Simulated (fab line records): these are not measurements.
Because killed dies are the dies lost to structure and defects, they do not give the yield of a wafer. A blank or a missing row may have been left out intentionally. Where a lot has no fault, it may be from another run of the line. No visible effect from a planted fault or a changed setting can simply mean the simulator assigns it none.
fab line records	flow n5_finfet
[record] lots = 9	wafers = 27	last_day = 18
route steps=1938 shown HKMG_FIN@405 BEOL_M4@1111 PASSIVATION@1936
lots that met no fault: taken from a fault-free run of the same line
start_h: hours from the record's opening day to when the first of the lot's shown wafers began	wait_h: hours since the lot's step before	" as in the row above	L1.1+2: a row that stands for several wafers	- no value present, or no start provided	* or withheld: withheld	< > ~ a bound
route shown NAME@n: names a module that has steps shown in the file, with the first one's number in the route	usual: mean/standard deviation taken from wafers without a fault	same: alike in all rows	chamber/n: place in a boat	sites: readings site by site	_std_site: standard deviation of those values	_edge_site: outer sites' mean less inner sites'	radius_mm: how far each site lies from the wafer's centre	mask NAME#n: copy n	behind: the tool/chamber that last shaped the wafer	hold: cause of the lot's hold/its duration in hours/its outcome	device: which transistor (n, p or np) failed to switch	end of line: at the end of the route, the tests of the same wafers	step lacking rows: just its recipe	killed: not the wafer's yield, but the dies lost to structure and defects at the first sort	map: dies across one wafer; x = killed, . = not, _ = none there
set.NAME: the setting that was run; set.NAME@STEP: the one run at that earlier step	model.NAME: the simulator's own value behind a step, which no gauge read
route steps across a sampled set of lots; one table per step, one row per wafer
services: a tool's chamber out of use, with start hour (start_h, from the record's first day; less than 0 if before it), hours out, and reason
[[steps]]
[step N5_HKMG_FIN_STRIP_57]
[recipe] chemistry = CF4	resist = SiARC	power_w = 300	bias_power_w = 75	pressure_mtorr = 50	cf4_flow_sccm = 150	rf_frequency_hz = 6e+07
[usual] drypump_motor_current_A = 5.6/0.45	oes_product_au = 0.76/0.057	rf_vpp_V = 271.8/1.3	showerhead_plenum_p_Torr = 1.81/0.046	throttle_valve_pct = 13.54/0.15
lot.wafer	tool	chamber	start_h	wait_h	drypump_motor_current_A	oes_product_au	rf_hours_counter_h	rf_vpp_V	showerhead_plenum_p_Torr	throttle_valve_pct
L929.1	rie_diel-01	2	90.82	0.0	4.8	0.73	147	270.6	1.73	13.59
L929.4	"	0	"	"	5.9	0.77	129	270.6	1.79	13.41
L929.6	"	0	"	"	5.9	0.77	-	270.9	1.79	13.41
L930.1	rie_diel-03	1	95.82	0.0	5.4	0.78	112	272.9	1.81	13.35
L930.3	"	2	"	"	5.2	0.78	139	270.4	1.80	13.45
L930.6	"	1	"	"	5.4	0.78	-	271.9	1.81	13.35
L933.1	rie_diel-04	3	118.97	0.0	5.9	0.73	184	270.3	1.85	13.56
L933.2	"	0	"	"	6.0	0.76	150	271.1	1.79	13.80
L933.3	"	1	"	"	6.0	0.87	24	272.0	1.81	13.45
L939.2	rie_diel-04	2	152.45	0.0	6.1	0.69	231	272.4	1.77	13.57
L939.4	"	1	"	"	6.0	0.84	34	273.1	1.80	13.50
L939.6	"	0	"	"	6.1	0.76	-	272.3	1.79	13.83
L942.1	rie_diel-03	0	167.20	0.0	5.3	0.80	100	272.6	1.87	13.31
L942.3	"	3	"	"	5.9	0.67	246	271.4	1.85	13.77
L942.5	"	1	"	"	5.4	0.77	-	270.3	1.80	13.38
L943.2	rie_diel-04	2	175.26	0.0	6.1	0.69	239	269.9	1.77	13.60
L943.3	"	1	"	"	6.0	0.84	40	272.0	1.80	13.51
L943.4	"	0	"	"	6.1	0.76	170	272.0	1.79	13.85
L944.1	rie_diel-04	0	179.78	0.0	6.1	0.75	172	270.8	1.79	13.86
L944.2	"	2	"	"	6.0	0.69	240	271.4	1.77	13.59
L944.5	"	3	"	"	5.9	0.72	-	272.4	1.84	13.62
L948.1	rie_diel-04	2	204.91	0.0	6.1	0.68	248	271.8	1.76	13.62
L948.2	"	0	"	"	6.1	0.75	179	270.9	1.79	13.88
L948.3	"	3	"	"	6.0	0.71	216	272.4	1.84	13.64
L949.1	rie_diel-04	3	209.78	0.0	5.9	0.70	218	272.9	1.84	13.62
L949.4	"	1	"	"	6.0	0.82	50	272.4	1.80	13.53
L949.5	"	3	"	"	5.9	0.71	-	272.4	1.84	13.65
[step N5_HKMG_FIN_CVD_62]
[recipe] material = a-Si	target_thk_a = 30	temp_c = 500	precursor = Si2H6	pressure_torr = 1	time_s = 20.8
[usual] heater_power_outer_w = 954/75	heater_power_w = 1459/130
lot.wafer	tool	chamber	start_h	wait_h	heater_power_outer_w	heater_power_w
L929.1	thermal_cvd_si-01	2	92.35	0.2	877	1389
L929.4	"	2	"	"	901	1405
L929.6	"	0	"	"	870	1244
L930.1	thermal_cvd_si-02	2	97.28	0.2	1036	1538
L930.3	"	1	"	"	908	1447
L930.6	"	2	"	"	1016	1552
L933.1	thermal_cvd_si-01	2	120.41	0.2	894	1434
L933.2	"	0	"	"	873	1241
L933.3	"	1	"	"	1077	1662
L939.2	thermal_cvd_si-01	1	153.90	0.2	1047	1675
L939.4	"	0	"	"	898	1225
L939.6	"	1	"	"	1085	1656
L942.1	thermal_cvd_si-02	2	168.64	0.2	1042	1527
L942.3	"	0	"	"	938	1411
L942.5	"	0	"	"	947	1409
L943.2	thermal_cvd_si-01	1	176.70	0.2	1097	1650
L943.3	"	0	"	"	884	1275
L943.4	"	1	"	"	1078	1726
L944.1	thermal_cvd_si-02	1	181.23	0.2	912	1494
L944.2	"	0	"	"	949	1410
L944.5	"	2	"	"	1071	1555
L948.1	thermal_cvd_si-02	2	206.36	0.2	1016	1557
L948.2	"	0	"	"	961	1414
L948.3	"	1	"	"	919	1482
L949.1	thermal_cvd_si-01	1	211.23	0.2	1064	1673
L949.4	"	2	"	"	907	1448
L949.5	"	0	"	"	887	1248
[step N5_HKMG_FIN_ETCH_32]
[recipe] chemistry = N2/H2	target = SOC	target_depth_a = 2400	temp_c = 40	time_s = 300	ion_energy_ev = 200	mask_material = SiARC	pressure_mtorr = 30	source_w = 840	bias_w = 150	n2_flow_sccm = 200	h2_flow_sccm = 200
[usual] drypump_motor_current_A = 5.7/0.44	oes_product_au = 0.76/0.056	rf_fwd_power_W = 837.8/2.7	rf_vpp_V = 524.9/2.1	showerhead_plenum_p_Torr = 2.58/0.068	throttle_valve_pct = 17.75/0.19
lot.wafer	tool	chamber	start_h	wait_h	drypump_motor_current_A	oes_product_au	rf_fwd_power_W	rf_hours_counter_h	rf_vpp_V	showerhead_plenum_p_Torr	throttle_valve_pct
L929.1	rie_diel-04	0	93.96	0.0	6.1	0.77	842.0	139	524.3	2.54	18.02
L929.4	"	1	"	"	6.0	0.90	835.4	14	524.5	2.61	17.86
L929.6	"	0	"	"	6.0	0.77	843.2	-	523.7	2.54	18.00
L930.1	rie_diel-03	1	99.16	0.0	5.4	0.78	837.4	113	524.9	2.57	17.64
L930.3	"	2	"	"	5.2	0.79	837.2	139	524.4	2.53	17.54
L930.6	"	0	"	"	5.3	0.83	839.8	-	528.3	2.67	17.43
L933.1	rie_diel-04	3	122.14	0.0	5.9	0.73	834.6	186	526.8	2.62	17.72
L933.2	"	2	"	"	6.0	0.71	840.0	220	523.3	2.51	17.62
L933.3	"	1	"	"	6.0	0.88	836.7	25	523.4	2.60	17.86
L939.2	rie_diel-01	3	155.70	0.0	6.2	0.86	837.7	35	529.2	2.69	17.48
L939.4	"	1	"	"	5.1	0.72	840.5	230	526.3	2.63	17.90
L939.6	"	3	"	"	6.2	0.86	836.7	-	528.1	2.69	17.49
L942.1	rie_diel-04	2	170.77	0.0	6.1	0.78	1040.7	238	486.9	2.50	17.68
L942.3	"	1	"	"	6.0	0.95	1038.0	40	489.1	2.60	17.90
L942.5	"	2	"	"	6.1	0.78	1037.5	-	486.5	2.50	17.66
L943.2	rie_diel-04	2	178.31	0.0	6.1	0.79	1044.4	240	486.7	2.50	17.67
L943.3	"	0	"	"	6.1	0.83	1038.8	171	487.0	2.53	18.08
L943.4	"	3	"	"	5.9	0.80	1040.5	207	489.7	2.61	17.77
L944.1	rie_diel-04	2	182.84	0.0	6.1	0.78	1042.8	242	486.9	2.50	17.66
L944.2	"	3	"	"	5.9	0.80	1039.7	209	490.0	2.61	17.78
L944.5	"	3	"	"	5.9	0.80	1038.6	-	490.5	2.61	17.78
L948.1	rie_diel-01	3	208.09	0.0	6.2	0.84	844.5	48	527.3	2.68	17.54
L948.2	"	1	"	"	5.1	0.70	837.0	250	525.9	2.62	17.93
L948.3	"	0	"	"	5.8	0.73	836.2	171	523.5	2.53	17.74
L949.1	rie_diel-01	1	212.85	0.0	5.1	0.70	831.7	252	526.4	2.62	17.92
L949.4	"	3	"	"	6.1	0.84	839.4	49	526.9	2.68	17.49
L949.5	"	3	"	"	6.1	0.84	839.1	-	527.1	2.68	17.50
[step N5_HKMG_FIN_ETCH_86]
[recipe] chemistry = N2/H2	target = SOC	target_depth_a = 3932	stop_on = TiN	ion_energy_ev = 100	bias_w = 61	pressure_mtorr = 30	source_w = 850	n2_flow_sccm = 200	h2_flow_sccm = 200
[usual] drypump_motor_current_A = 5.7/0.43	oes_product_au = 0.76/0.059	rf_fwd_power_W = 843/3.8	rf_vpp_V = 241.1/1.1	showerhead_plenum_p_Torr = 2.57/0.064	throttle_valve_pct = 17.75/0.19
lot.wafer	tool	chamber	start_h	wait_h	drypump_motor_current_A	oes_product_au	rf_fwd_power_W	rf_hours_counter_h	rf_vpp_V	showerhead_plenum_p_Torr	throttle_valve_pct
L929.1	rie_diel-04	1	95.25	-	6.0	0.89	839	14	239.7	2.61	17.83
L929.4	"	2	"	"	6.1	0.71	848	209	239.1	2.52	17.57
L929.6	"	0	"	"	6.0	0.77	850	-	241.3	2.54	17.99
L930.1	rie_diel-04	3	100.59	-	5.9	0.74	842	180	241.9	2.62	17.70
L930.3	"	2	"	"	6.1	0.71	850	210	240.4	2.52	17.58
L930.6	"	3	"	"	5.9	0.74	840	-	240.8	2.62	17.67
L933.1	rie_diel-03	2	123.37	-	5.2	0.77	848	148	240.7	2.53	17.53
L933.2	"	0	"	"	5.3	0.81	846	86	241.3	2.67	17.41
L933.3	"	1	"	"	5.4	0.78	847	121	240.6	2.56	17.61
L939.2	rie_diel-01	1	156.93	-	5.1	0.69	840	231	242.7	2.63	17.86
L939.4	"	3	"	"	6.2	0.85	847	36	242.9	2.69	17.47
L939.6	"	1	"	"	5.1	0.70	837	-	242.4	2.63	17.87
L942.1	rie_diel-03	3	171.99	-	5.9	0.66	845	248	242.5	2.61	17.87
L942.3	"	1	"	"	5.4	0.76	848	138	241.1	2.56	17.64
L942.5	"	3	"	"	5.9	0.67	842	-	241.3	2.61	17.90
L943.2	rie_diel-01	1	179.56	-	5.0	0.69	839	239	242.1	2.62	17.87
L943.3	"	0	"	"	5.8	0.74	842	160	240.1	2.53	17.68
L943.4	"	3	"	"	6.2	0.84	846	43	241.4	2.68	17.49
L944.1	rie_diel-01	3	184.07	-	6.2	0.84	843	45	241.2	2.68	17.47
L944.2	"	0	"	"	5.9	0.75	848	162	240.7	2.53	17.68
L944.5	"	3	"	"	6.2	0.83	843	-	242.9	2.68	17.49
L948.1	rie_diel-04	0	209.32	-	6.1	0.74	850	181	240.6	2.53	18.06
L948.2	"	2	"	"	6.1	0.68	848	250	241.4	2.50	17.64
L948.3	"	3	"	"	5.9	0.71	842	218	243.4	2.61	17.76
L949.1	rie_diel-01	0	214.09	-	5.8	0.74	850	174	241.8	2.53	17.71
L949.4	"	3	"	"	6.2	0.82	846	50	242.3	2.68	17.47
L949.5	"	3	"	"	6.2	0.83	849	-	242.2	2.68	17.51
[step N5_BEOL_M4_RC_MEAS_101]
[usual] DIBL_N = 36.2/1.7	DIBL_P = 36.2/2.2	IOFF_N = 0.16/0.035	IOFF_P = 0.21/0.042	ION_N = 673/13	ION_P = 462/7.9	SS_N = 71.4/0.59	SS_P = 73.2/0.7	VT_N = 250/3.6	VT_P = -251/3.5
lot.wafer	tool	chamber	start_h	wait_h	DIBL_N[mV/V]	DIBL_P[mV/V]	IOFF_N[nA/um]	IOFF_P[nA/um]	ION_N[uA/um]	ION_P[uA/um]	SS_N[mV/dec]	SS_P[mV/dec]	VT_N[mV]	VT_P[mV]
L929.1	prober-02	0	175.22	0.0	36.6	37.7	0.20	0.26	688	468	72.1	73.4	243	-246
L929.4	"	0	"	"	39.1	41.7	0.27	0.34	713	482	71.7	74.9	240	-244
L929.6	"	0	"	"	39.0	41.1	0.27	0.34	696	476	72.7	74.9	240	-243
L930.1	prober-02	0	178.17	0.0	35.5	34.9	0.14	0.19	667	464	70.9	73.4	251	-251
L930.3	"	0	"	"	34.1	33.8	0.12	0.18	673	467	70.8	72.8	250	-254
L930.6	"	0	"	"	36.4	35.9	0.17	0.21	689	467	71.2	72.6	247	-250
L933.1	prober-02	0	211.46	0.0	37.3	37.1	0.18	0.24	676	468	71.6	72.4	249	-248
L933.2	"	0	"	"	37.1	38.6	0.19	0.27	691	477	71.7	73.7	246	-247
L933.3	"	0	"	"	36.5	36.5	0.16	0.22	682	463	71.3	72.6	250	-250
L939.2	prober-02	0	247.97	0.2	36.2	34.2	0.14	0.17	679	460	72.2	73.1	252	-255
L939.4	"	0	"	"	35.7	34.5	0.13	0.17	680	461	70.5	73.2	254	-256
L939.6	"	0	"	"	37.3	35.9	0.15	0.19	674	461	71.6	72.7	253	-251
L942.1	prober-02	0	253.65	0.0	34.7	33.5	0.11	0.16	652	449	70.9	72.8	255	-254
L942.3	"	0	"	"	32.8	31.6	0.10	0.13	648	441	70.4	72.4	258	-256
L942.5	"	0	"	"	34.0	32.5	0.11	0.15	664	447	70.9	72.4	254	-256
L943.2	prober-02	0	277.09	0.2	36.2	35.5	0.16	0.21	670	465	71.2	73.1	251	-249
L943.3	"	0	"	"	35.4	35.1	0.16	0.21	677	468	71.6	73.0	249	-249
L943.4	"	0	"	"	36.9	37.5	0.17	0.24	676	462	72.2	73.1	249	-249
L944.1	prober-02	0	281.11	0.0	32.5	32.9	0.10	0.15	654	455	71.2	72.3	256	-254
L944.2	"	0	"	"	32.4	31.6	0.10	0.14	648	446	70.5	72.4	256	-255
L944.5	"	0	"	"	32.2	30.7	0.09	0.13	648	446	70.4	72.3	258	-258
L948.1	prober-02	0	303.62	0.0	37.0	36.1	0.16	0.21	668	459	71.3	72.9	251	-250
L948.2	"	0	"	"	34.4	33.8	0.12	0.17	666	457	71.0	71.9	255	-253
L948.3	"	0	"	"	37.7	37.8	0.18	0.24	678	459	71.8	73.3	247	-249
L949.1	prober-01	0	305.78	0.0	34.9	36.8	0.15	0.17	665	450	70.6	73.9	252	-257
L949.4	"	0	"	"	35.1	35.5	0.14	0.16	672	451	71.4	73.2	252	-259
L949.5	"	0	"	"	34.1	35.1	0.13	0.16	666	454	71.0	73.1	255	-258
[step N5_PASSIVATION_PROBE_49]
[usual] defect_limited_yield = 91.4/1.4	killed_at_M0_to_M3 = 31/10	killed_at_M4_up = 14/5.6	killed_at_contacts = 13/6.3	killed_at_front_end = 39/10	killed_at_other = 4/3.1	killed_dies = 101/16	killed_on_rim = 13/3.9	killed_open = 65/13	killed_short = 34/7.2	sort_bin_5_function = 5.1/0.88	sort_bin_6_memory = 3.2/0.66	sort_bin_8_speed = 0.00/0.007	sort_n_pass = 1079/16	sort_yield_pct = 91.4/1.4
[same] gross_dies = 1180	killed_at_back_side = 0	sort_bin_4_leakage[%] = 0
lot.wafer	tool	chamber	start_h	wait_h	defect_limited_yield[%]	killed_at_M0_to_M3	killed_at_M4_up	killed_at_contacts	killed_at_front_end	killed_at_other	killed_dies	killed_on_rim	killed_open	killed_short	sort_bin_5_function[%]	sort_bin_6_memory[%]	sort_bin_8_speed[%]	sort_n_pass	sort_yield_pct[%]
L929.1	prober-01	-	284.85	0.0	89.1	17	19	5	83	5	129	21	80	42	5.7	4.2	0	1051	89.1
L929.4	prober-01	-	285.00	0.2	86.8	47	22	27	56	4	156	10	113	42	7.9	4.7	0	1024	86.8
L929.6	prober-01	-	285.10	0.3	91.5	17	16	18	46	3	100	16	69	28	4.6	3.3	0	1080	91.5
L930.1	prober-02	-	286.84	0.0	90.8	44	16	5	34	10	109	19	74	35	6.5	2.6	0	1071	90.8
L930.3	prober-02	-	286.94	0.1	90.3	43	32	12	22	5	114	19	80	32	5.8	3.6	0	1066	90.3
L930.6	prober-02	-	287.09	0.3	91.8	32	20	12	28	5	97	11	62	35	4.7	3.2	0	1083	91.8
L933.1	prober-01	-	316.07	0.0	90.8	45	9	22	29	3	108	13	71	37	5.6	3.1	0	1072	90.8
L933.2	prober-01	-	316.12	0.1	91.6	37	10	14	34	4	99	7	63	35	5.1	3.1	0	1081	91.6
L933.3	prober-01	-	316.17	0.1	93.1	31	3	5	37	5	81	12	46	35	4.2	2.6	0	1099	93.1
L939.2	prober-02	-	356.06	0.1	88.0	49	17	10	55	11	142	13	93	46	6.9	4.7	0	1038	88.0
L939.4	prober-02	-	356.16	0.2	92.2	21	13	11	36	11	92	14	53	36	4.8	2.5	0	1088	92.2
L939.6	prober-02	-	356.26	0.3	90.1	32	18	8	51	8	117	14	79	34	5.4	4.1	0	1063	90.1
L942.1	prober-02	-	361.99	0.0	91.6	16	15	25	43	0	99	16	63	36	4.5	3.6	0	1081	91.6
L942.3	prober-02	-	362.09	0.1	93.1	25	13	6	32	5	81	12	50	29	4.5	2.2	0	1099	93.1
L942.5	prober-02	-	362.19	0.2	90.8	24	18	21	44	1	108	15	67	39	5.1	3.6	0	1072	90.8
L943.2	prober-02	-	388.07	0.1	90.3	36	8	14	44	13	115	11	80	35	5.6	3.8	0	1065	90.3
L943.3	prober-02	-	388.12	0.1	90.9	40	9	18	37	3	107	13	68	38	5.5	3.6	0	1073	90.9
L943.4	prober-02	-	388.17	0.2	89.5	35	12	27	45	5	124	15	80	43	6.2	3.8	0	1056	89.5
L944.1	prober-02	-	391.78	0.0	91.9	37	17	2	36	4	96	15	66	27	5.3	2.5	0	1084	91.9
L944.2	prober-02	-	391.83	0.1	91.7	22	9	8	55	4	98	10	61	37	5.2	3.0	0	1082	91.7
L944.5	prober-02	-	391.98	0.2	94.5	29	8	8	19	1	65	6	41	23	3.0	2.3	0.08	1114	94.4
L948.1	prober-01	-	412.57	0.0	93.1	10	11	11	46	4	82	11	54	25	4.1	2.6	0	1098	93.1
L948.2	prober-01	-	412.62	0.1	91.8	18	13	24	35	7	97	8	68	27	5.2	2.9	0	1083	91.8
L948.3	prober-01	-	412.67	0.1	89.2	21	23	21	54	8	127	5	89	37	5.8	4.8	0	1053	89.2
L949.1	prober-02	-	436.37	0.0	92.4	27	6	5	49	3	90	14	56	34	4.4	2.9	0	1090	92.4
L949.4	prober-02	-	436.52	0.2	91.9	26	10	8	49	2	95	12	67	28	4.2	3.7	0	1085	91.9
L949.5	prober-02	-	436.57	0.2	93.3	32	9	2	35	1	79	3	57	22	4.1	2.3	0	1101	93.3
// killed by level:class
L929.1 FIN_SAQP:geometric_particle:open=27 STI_FIN_REVEAL:geometric_particle:open=21 FIN_SAQP:geometric_particle:short=15 BEOL_M0_SAQP:geometric_particle:short=7 BEOL_M4:geometric_particle:open=7 BEOL_M4:geometric_particle:short=4 HKMG_FIN:area_etch=4 MOL_CONTACT_COAG:geometric_particle:open=3
L929.4 STI_FIN_REVEAL:geometric_particle:open=34 MOL_CONTACT_COAG:geometric_particle:open=19 BEOL_M1:geometric_particle:open=10 MOL_CONTACT_COAG:geometric_particle:short=8 BEOL_M0_SAQP:geometric_particle:open=7 BEOL_M1:geometric_particle:short=7 FIN_SAQP:geometric_particle:open=6 STI_FIN_REVEAL:geometric_particle:short=6
L929.6 FIN_SAQP:geometric_particle:open=13 MOL_CONTACT_COAG:geometric_particle:open=13 STI_FIN_REVEAL:geometric_particle:open=10 BEOL_M3:geometric_particle:open=8 MOL_CONTACT_COAG:geometric_particle:short=5 GATE_CUT:geometric_particle:short=4 BEOL_M4:geometric_particle:open=4 FIN_SAQP:geometric_particle:short=3
L930.1 BEOL_M3:geometric_particle:open=10 BEOL_M2:geometric_particle:open=9 DUMMY_GATE:geometric_particle:open=9 BEOL_M0_SAQP:geometric_particle:short=8 BEOL_M0_SAQP:geometric_particle:open=8 BEOL_M4:geometric_particle:short=6 BEOL_M1:geometric_particle:open=6 FIN_SAQP:geometric_particle:open=5
L930.3 BEOL_M4:geometric_particle:open=21 BEOL_M2:geometric_particle:open=14 BEOL_M0_SAQP:geometric_particle:short=10 MOL_CONTACT_COAG:geometric_particle:open=9 BEOL_M3:geometric_particle:open=7 STI_FIN_REVEAL:geometric_particle:open=5 STARTING-WAFER:geometric_particle:open=4 FIN_SAQP:geometric_particle:short=3
L930.6 BEOL_M4:geometric_particle:open=14 MOL_CONTACT_COAG:geometric_particle:open=7 BEOL_M0_SAQP:geometric_particle:short=7 STI_FIN_REVEAL:geometric_particle:open=6 BEOL_M0_SAQP:geometric_particle:open=6 MOL_CONTACT_COAG:geometric_particle:short=5 BEOL_M3:geometric_particle:open=5 BEOL_M3:geometric_particle:short=4
L933.1 MOL_CONTACT_COAG:geometric_particle:open=16 BEOL_M1:geometric_particle:open=10 BEOL_M0_SAQP:geometric_particle:short=8 BEOL_M3:geometric_particle:open=8 STI_FIN_REVEAL:geometric_particle:open=7 BEOL_M0_SAQP:geometric_particle:open=7 MOL_CONTACT_COAG:geometric_particle:short=6 GATE_CUT:geometric_particle:short=5
L933.2 MOL_CONTACT_COAG:geometric_particle:open=14 BEOL_M0_SAQP:geometric_particle:short=10 BEOL_M0_SAQP:geometric_particle:open=7 STI_FIN_REVEAL:geometric_particle:open=6 BEOL_M3:geometric_particle:open=6 BEOL_M4:geometric_particle:open=5 FIN_SAQP:geometric_particle:open=4 FIN_SAQP:geometric_particle:short=4
L933.3 BEOL_M0_SAQP:geometric_particle:open=9 STI_FIN_REVEAL:geometric_particle:short=8 STI_FIN_REVEAL:geometric_particle:open=8 BEOL_M0_SAQP:geometric_particle:short=6 BEOL_M3:geometric_particle:open=6 GATE_CUT:geometric_particle:short=5 BEOL_M1:geometric_particle:open=5 FIN_SAQP:geometric_particle:open=3
L939.2 BEOL_M0_SAQP:geometric_particle:short=16 BEOL_M0_SAQP:geometric_particle:open=14 DUMMY_GATE:geometric_particle:open=11 STI_FIN_REVEAL:geometric_particle:open=9 BEOL_M4:geometric_particle:open=9 MOL_CONTACT_COAG:geometric_particle:open=8 GATE_CUT:geometric_particle:short=7 BEOL_M2:geometric_particle:open=6
L939.4 MOL_CONTACT_COAG:geometric_particle:open=9 BEOL_M0_SAQP:geometric_particle:short=7 FIN_SAQP:geometric_particle:short=6 FIN_SAQP:geometric_particle:open=5 DUMMY_GATE:geometric_particle:short=5 DUMMY_GATE:geometric_particle:open=5 BEOL_M2:geometric_particle:open=5 BEOL_M4:geometric_particle:open=5
L939.6 FIN_SAQP:geometric_particle:open=13 BEOL_M0_SAQP:geometric_particle:open=12 GATE_CUT:geometric_particle:open=9 BEOL_M0_SAQP:geometric_particle:short=7 STI_FIN_REVEAL:geometric_particle:open=6 DUMMY_GATE:geometric_particle:open=6 MOL_CONTACT_COAG:geometric_particle:open=5 MIM_BOT:geometric_particle:open=4
L942.1 MOL_CONTACT_COAG:geometric_particle:open=19 FIN_SAQP:geometric_particle:short=9 BEOL_M4:geometric_particle:open=9 FIN_SAQP:geometric_particle:open=8 GATE_CUT:geometric_particle:short=8 MOL_CONTACT_COAG:geometric_particle:short=6 BEOL_M0_SAQP:geometric_particle:open=5 STARTING-WAFER:geometric_particle:open=5
L942.3 BEOL_M2:geometric_particle:open=7 FIN_SAQP:geometric_particle:short=6 MOL_CONTACT_COAG:geometric_particle:open=6 GATE_CUT:geometric_particle:short=5 BEOL_M0_SAQP:geometric_particle:open=5 BEOL_M0_SAQP:geometric_particle:short=5 BEOL_M4:geometric_particle:open=5 FIN_SAQP:geometric_particle:open=4
L942.5 MOL_CONTACT_COAG:geometric_particle:open=20 FIN_SAQP:geometric_particle:short=17 BEOL_M4:geometric_particle:open=9 BEOL_M0_SAQP:geometric_particle:short=8 FIN_SAQP:geometric_particle:open=6 GATE_CUT:geometric_particle:short=6 BEOL_M0_SAQP:geometric_particle:open=6 BEOL_M2:geometric_particle:open=6
L943.2 MOL_CONTACT_COAG:geometric_particle:open=13 FIN_SAQP:geometric_particle:short=11 FIN_SAQP:geometric_particle:open=11 BEOL_M3:geometric_particle:open=8 STI_FIN_REVEAL:geometric_particle:open=8 BEOL_M0_SAQP:geometric_particle:short=7 BEOL_M2:geometric_particle:open=6 BEOL_M1:geometric_particle:open=5
L943.3 MOL_CONTACT_COAG:geometric_particle:open=14 FIN_SAQP:geometric_particle:short=13 BEOL_M0_SAQP:geometric_particle:open=8 FIN_SAQP:geometric_particle:open=7 DUMMY_GATE:geometric_particle:open=7 BEOL_M0_SAQP:geometric_particle:short=7 BEOL_M1:geometric_particle:open=7 BEOL_M3:geometric_particle:open=5
L943.4 MOL_CONTACT_COAG:geometric_particle:open=24 FIN_SAQP:geometric_particle:open=9 FIN_SAQP:geometric_particle:short=9 STI_FIN_REVEAL:geometric_particle:open=9 BEOL_M1:geometric_particle:open=7 STI_FIN_REVEAL:geometric_particle:short=5 BEOL_M0_SAQP:geometric_particle:short=5 BEOL_M3:geometric_particle:open=5
L944.1 BEOL_M4:geometric_particle:open=11 FIN_SAQP:geometric_particle:open=10 BEOL_M3:geometric_particle:open=9 BEOL_M0_SAQP:geometric_particle:short=7 BEOL_M0_SAQP:geometric_particle:open=7 FIN_SAQP:geometric_particle:short=6 STI_FIN_REVEAL:geometric_particle:open=6 BEOL_M1:geometric_particle:open=5
L944.2 FIN_SAQP:geometric_particle:open=18 FIN_SAQP:geometric_particle:short=12 STI_FIN_REVEAL:geometric_particle:open=7 MOL_CONTACT_COAG:geometric_particle:open=7 BEOL_M0_SAQP:geometric_particle:open=5 BEOL_M1:geometric_particle:open=5 BEOL_M2:geometric_particle:open=5 STARTING-WAFER:geometric_particle:short=4
L944.5 BEOL_M0_SAQP:geometric_particle:short=9 MOL_CONTACT_COAG:geometric_particle:open=8 BEOL_M2:geometric_particle:open=6 BEOL_M0_SAQP:geometric_particle:open=5 FIN_SAQP:geometric_particle:short=4 BEOL_M4:geometric_particle:short=4 BEOL_M3:geometric_particle:open=4 DUMMY_GATE:geometric_particle:short=3
L948.1 FIN_SAQP:geometric_particle:open=12 MOL_CONTACT_COAG:geometric_particle:open=11 FIN_SAQP:geometric_particle:short=10 DUMMY_GATE:geometric_particle:open=8 BEOL_M1:geometric_particle:open=7 STI_FIN_REVEAL:geometric_particle:open=3 GATE_CUT:geometric_particle:short=3 BEOL_M8:geometric_particle:open=3
L948.2 MOL_CONTACT_COAG:geometric_particle:open=21 STI_FIN_REVEAL:geometric_particle:open=9 BEOL_M1:geometric_particle:open=7 FIN_SAQP:geometric_particle:short=6 FIN_SAQP:geometric_particle:open=5 GATE_CUT:geometric_particle:short=4 BEOL_M4:geometric_particle:short=4 DUMMY_GATE:geometric_particle:open=3
L948.3 STI_FIN_REVEAL:geometric_particle:open=20 MOL_CONTACT_COAG:geometric_particle:open=17 FIN_SAQP:geometric_particle:open=14 FIN_SAQP:geometric_particle:short=10 BEOL_M4:geometric_particle:open=7 BEOL_M1:geometric_particle:open=5 BEOL_M5:geometric_particle:open=5 BEOL_M4:geometric_particle:short=4
L949.1 FIN_SAQP:geometric_particle:short=13 BEOL_M3:geometric_particle:open=10 STI_FIN_REVEAL:geometric_particle:open=9 FIN_SAQP:geometric_particle:open=7 DUMMY_GATE:geometric_particle:open=5 MOL_CONTACT_COAG:geometric_particle:open=5 BEOL_M2:geometric_particle:open=4 DUMMY_GATE:geometric_particle:short=3
L949.4 FIN_SAQP:geometric_particle:open=16 FIN_SAQP:geometric_particle:short=10 BEOL_M2:geometric_particle:open=9 STI_FIN_REVEAL:geometric_particle:open=8 MOL_CONTACT_COAG:geometric_particle:open=7 BEOL_M3:geometric_particle:open=6 BEOL_M0_SAQP:geometric_particle:open=3 BEOL_M0:geometric_particle:open=3
L949.5 FIN_SAQP:geometric_particle:open=18 BEOL_M3:geometric_particle:open=12 FIN_SAQP:geometric_particle:short=9 BEOL_M1:geometric_particle:open=5 BEOL_M2:geometric_particle:open=4 BEOL_M0_SAQP:geometric_particle:open=3 BEOL_M3:geometric_particle:short=3 BEOL_M10:geometric_particle:open=3
[[services]]
tool	chamber	start_h	hours	kind
rie_diel-01	0	112.49	8.4	repair
rie_diel-03	-	150.21	4.3	pm
rie_diel-04	1	161.52	5.3	repair
rie_diel-03	3	180.27	-	clean
rie_diel-03	3	180.27	-	consumable_replace:focus_ring
rie_diel-03	3	180.27	28.1	scheduled_down
rie_diel-03	3	180.27	28.1	vent_cycle
rie_diel-01	3	191.98	14.3	repair
rie_diel-04	2	210.28	-	clean
rie_diel-04	2	210.28	-	consumable_replace:focus_ring
rie_diel-04	2	210.28	22.0	scheduled_down
rie_diel-04	2	210.28	22.0	vent_cycle
rie_diel-03	-	211.67	1.7	repair
[[key]]
[first_sign] step = N5_HKMG_FIN_ETCH_32	reading = rf_fwd_power_W	direction = up	sigmas = 74	usual = *	struck = *
[effect] step = N5_HKMG_FIN_ETCH_32	reading = rf_vpp_V	direction = down	sigmas = 18	usual = 524.9	struck = 488.1
met_at N5_HKMG_FIN_ETCH_32
struck_lots L942,L943,L944
not_acting_at N5_HKMG_FIN_STRIP_57,N5_HKMG_FIN_CVD_62,N5_HKMG_FIN_ETCH_86
onset_between 122.14 170.77
[fault] kind = process_parameter_drift	tool = rie_diel-04	chamber = -	onset_h = 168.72	steps = N5_HKMG_FIN_ETCH_32	channel = source_w	offset = 201.6	shape = step	end_h = 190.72	acts_in = these_recipes_only	stated = 840
